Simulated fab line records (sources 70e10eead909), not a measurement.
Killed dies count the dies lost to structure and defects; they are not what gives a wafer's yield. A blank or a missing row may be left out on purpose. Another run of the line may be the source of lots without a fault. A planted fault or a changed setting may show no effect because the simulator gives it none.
Matching of chambers | flow nand harc | NHARC_A_CHANNEL_FILL_D2_CMP_10 on cmp-01 has 4 sister chambers
The step polishes, target thk 150 nm. 8 wafers are shown with their chamber, then 8 later ones without.

== WAFERS WITH THEIR CHAMBER ==
wafer  | chamber | motor current A (A) | time to endpoint s (s)
L078.6 | 1       | 14.9                | 13.8
L086.4 | 3       | 11.4                | 12.0
L086.5 | 3       | 12.0                | 14.0
L086.6 | 0       | 11.8                | 12.1
L090.1 | 0       | 13.0                | 10.7
L090.4 | 2       | 10.6                | 12.8
L090.5 | 1       | 15.1                | 8.3
L092.1 | 2       | 10.3                | 17.3

== WAFERS WITH NO CHAMBER GIVEN ==
wafer  | motor current A (A) | time to endpoint s (s)
L092.3 | 12.3                | 18.4
L092.5 | 14.1                | 15.8
L093.3 | 12.3                | 15.7
L093.4 | 10.3                | 15.9
L093.5 | 12.2                | 14.9
L096.1 | 11.1                | 15.7
L096.3 | 12.1                | 16.5
L096.6 | 11.4                | 18.1

== CHAMBER TAKEN BY EACH ==
wafer  | from the rows above          | in truth
L092.3 | can't be placed: 3 or 0 or 2 | 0
L092.5 | can't be placed: 1 or 0      | 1
L093.3 | can't be placed: 3 or 0      | 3
L093.4 | 2                            | 2
L093.5 | can't be placed: 3 or 0      | 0
L096.1 | can't be placed: 2 or 3 or 0 | 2
L096.3 | can't be placed: 3 or 0 or 2 | 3
L096.6 | can't be placed: 3 or 2 or 0 | 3
Correctly placed: 1 of 8. These rows do not allow placing 7 (true chamber among the candidates in 7). Wrongly placed: 0.
How it was worked out, from the rows above alone: a wafer's distance from a chamber is the root of the sum, over the readings, of the square of ((its reading less the chamber's mean) divided by the reading's scatter). The wafer belongs to the nearest chamber; if the next one is less than 2 further off, it can't be placed. Each chamber's mean is taken over the wafers shown for it. The scatter is the square root of a quotient: the sum, over the shown wafers, of each reading's squared deviation from its chamber's mean, divided by wafers minus chambers.
